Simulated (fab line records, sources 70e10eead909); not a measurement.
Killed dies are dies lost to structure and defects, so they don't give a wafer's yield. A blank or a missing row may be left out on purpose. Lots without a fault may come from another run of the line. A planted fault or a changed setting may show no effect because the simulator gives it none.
Chamber matching | flow nand_harc | NHARC_A_STAIRCASE_TRIM_196 on rie_diel-13: 4 sister chambers
The step chemistry O2, time 211.2 s. 4 wafers are shown with their chamber, then 8 later ones without.

WAFERS WITH THEIR CHAMBER
wafer  | chamber | showerhead_plenum_p_Torr (Torr)
L085.2 | 2       | 3.77
L085.3 | 0       | 3.51
L085.4 | 1       | 3.37
L085.1 | 3       | 3.29

WAFERS WITHOUT THEIR CHAMBER
wafer  | showerhead_plenum_p_Torr (Torr)
L085.5 | 3.77
L085.6 | 3.29
L086.1 | 3.50
L086.2 | 3.36
L086.4 | 3.29
L086.3 | 3.76
L086.5 | 3.77
L086.6 | 3.36

WHICH CHAMBER EACH WENT THROUGH
wafer  | from the rows above | in truth
L085.5 | 2                   | 2
L085.6 | 3                   | 3
L086.1 | 0                   | 0
L086.2 | 1                   | 1
L086.4 | 3                   | 3
L086.3 | 2                   | 2
L086.5 | 2                   | 2
L086.6 | 1                   | 1
Placed correctly: 8 of 8. Can't be placed from these rows: 0. Placed wrongly: 0.
How it was worked out, from the rows above alone: a wafer's distance from a chamber is the root of the sum, over the readings, of the square of ((its reading less the chamber's mean) divided by the reading's scatter). The wafer belongs to the nearest chamber; if the next one is less than 2 further off, it can't be placed. A chamber's mean is the mean of its shown wafers. The scatter: with one shown wafer a chamber, the root of the mean of the squares of how far each hidden wafer lies from its nearest shown one.
